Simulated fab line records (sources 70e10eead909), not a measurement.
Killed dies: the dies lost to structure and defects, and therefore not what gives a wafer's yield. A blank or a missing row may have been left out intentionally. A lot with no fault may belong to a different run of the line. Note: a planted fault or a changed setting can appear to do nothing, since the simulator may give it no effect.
Comparing a struck lot with a sound one / flow nand harc / 25 steps out of a route of 1302
Sound: the wafers L354.2, L354.3, L354.5. The struck wafers were L363.2, L363.3, L363.5. Last of all comes the cause.
Per side, at each step with rows, come the tool, then ch with its chambers, and then its first start. Under that, the readings that differ: sound wafers / struck wafers / difference of the means / sigmas: that difference in standard deviations of wafers without a fault.
alike: a reading whose means differ by less than 2 such deviations, as well as words and numbers matching on both sides. not compared: withheld readings; readings where some wafer has no value; bounds like >300 that might hide an equal value; numbers whose values overlap and for which the record gives no deviation.
The two part at a step that has a row with sigmas, a row that says differs or no value, or rows on one side only. Non-overlapping numbers with no deviation appear without sigmas and do not part them. A reading that every wafer of one side lacks parts them only if that side has two wafers or more.

first, 1 step without rows for these wafers: NHARC_A_M0_SRD_25.
NHARC_A_M0_INSPECT_27:
  sound on defect inspect-02 at day 25 01:43; struck on defect inspect-01 at day 29 16:56
  alike: raw defect count
NHARC_A_M0_PRE_CLEAN_31: time 12 s.
  sound on pecvd-01 ch 0,2, day 25 01:48; struck on pecvd-01 ch 1,2, day 29 17:00
  alike: heater power w
NHARC_A_M0_DEP_32: deposits SiCN, target thk 30 nm.
  sound on pecvd-01 ch 0,2, day 25 01:55; struck on pecvd-01 ch 1,2, day 29 17:04
  alike: chamber pressure Torr, heater power w
then, 7 steps without rows for these wafers: NHARC_A_M1_DEP_00 (deposits SiOC, target thk 182.5 nm); NHARC_A_M1_DEHYDRATE_01 (time 120 s); NHARC_A_M1_HMDS_02 (time 30 s); NHARC_A_M1_COAT_34 (time 65 s); NHARC_A_M1_COAT_03 (resist thk 90 nm); NHARC_A_M1_SOFTBAKE_04 (time 55 s); NHARC_A_M1_EBR_05.
NHARC_A_M1_EXPOSE_06: exposes mask A M1, target cd 120 nm.
  sound on arfi scanner-03 ch 0, day 25 02:59; struck on arfi scanner-01 ch 0, day 29 18:02
reading=exposure dose mJ cm2; sound=75.17 75.12 75.06; struck=52.89 52.80 52.81; difference=-22.28; sigmas=-99 or more
  alike: mask
then, 2 steps without rows for these wafers: NHARC_A_M1_PEB_07 (peb time 65 s); NHARC_A_M1_DEVELOP_08 (develop time 35 s).
NHARC_A_M1_CD_MEAS_09: the cd target is 120 nm.
  sound on cd sem-02 ch 0, day 25 03:07; struck on cd sem-01 ch 0, day 29 18:11
reading=cd nm (nm); sound=119.4 118.6 119.6; struck=99.0 98.8 100.4; difference=-19.8; sigmas=-22
NHARC_A_M1_OVL_MEAS_10: pitch 240 nm.
  sound on overlay-02 at day 25 03:13; struck on overlay-01 at day 29 18:16
  alike: overlay x nm, overlay y nm
NHARC_A_M1_INSPECT_11:
  sound on defect inspect-02 at day 25 03:14; struck on defect inspect-02 at day 29 18:18
  alike: raw defect count
NHARC_A_M1_DESCUM_14: chemistry O2, time 3 s.
  sound on rie diel-06 ch 0,2,3, day 25 03:19; struck on rie diel-06 ch 1,2, day 29 18:22
reading=model.A_M1.cd nm (nm); sound=119 118.6 119.3; struck=98.93 99.77 100.4; difference=-19.27; sigmas=
  alike: drypump motor current A, oes product au, rf vpp V, showerhead plenum p Torr, throttle valve pct
  not compared: rf hours counter h
NHARC_A_M1_ETCH_35: etches the open film in N2/H2, target depth 40 nm, overetch 12 nm, time 43.94 s.
  sound on rie diel-06 ch 0,3, day 25 03:23; struck on rie diel-06 ch 2,3, day 29 18:27
  alike: drypump motor current A, n2 flow sccm, oes product au, rf vpp V, showerhead plenum p Torr, throttle valve pct
  not compared: rf hours counter h
NHARC_A_M1_ETCH_15: etches the open film in C4F8/Ar, target depth 182.5 nm, time 91.2 s.
  sound: rie diel-06 ch 0,1,3; struck: rie diel-06 ch 1,2,3
  alike: oes product au, rf vpp V
  not compared: rf hours counter h
NHARC_A_M1_CD_MEAS_16:
  sound on cd sem-03 at day 25 03:37; struck on cd sem-03 at day 29 18:40
reading=cd nm (nm); sound=119.3 119.3 119.8; struck=99.8 99.7 100.6; difference=-19.4; sigmas=-18
NHARC_A_M1_STRIP_18: strips in N2/H2.
  sound on rie diel-08 ch 1,2, day 25 03:41; struck on rie diel-10 ch 1,3, day 29 18:46
reading=drypump motor current A (A); sound=5.57 5.68 5.61; struck=5.94 6.20 6.20; difference=+0.49; sigmas=+2
  alike: n2 flow sccm, oes product au, rf vpp V, showerhead plenum p Torr, throttle valve pct
  not compared: rf hours counter h
NHARC_A_M1_ETCH_28: etches the open film in CF4/N2, target depth 30 nm, time 72.99 s.
  sound: rie diel-08 ch 1,3; struck: rie diel-10 ch 2,3
reading=model.A_M1.cd nm (nm); sound=119.7 119.2 119.8; struck=100 99.27 100.6; difference=-20; sigmas=
  alike: drypump motor current A, n2 flow sccm, oes product au, rf vpp V, showerhead plenum p Torr, throttle valve pct
  not compared: rf hours counter h
then, 1 step without rows for these wafers: NHARC_A_M1_STRIP_19 (strips in post etch residue remover, time 600 s).
NHARC_END_SORT_01:
  the record has rows for the sound wafers here (prober-02 ch 0, day 26 15:45) and none for the struck ones

WHERE THEY PART
First at NHARC_A_M1_EXPOSE_06; last, within this record, at NHARC_END_SORT_01.

WHY: whatever the simulator had introduced
Process parameter drift: arfi scanner-01, from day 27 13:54 on, at NHARC_A_M1_EXPOSE_06. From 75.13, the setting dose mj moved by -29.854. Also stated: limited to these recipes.
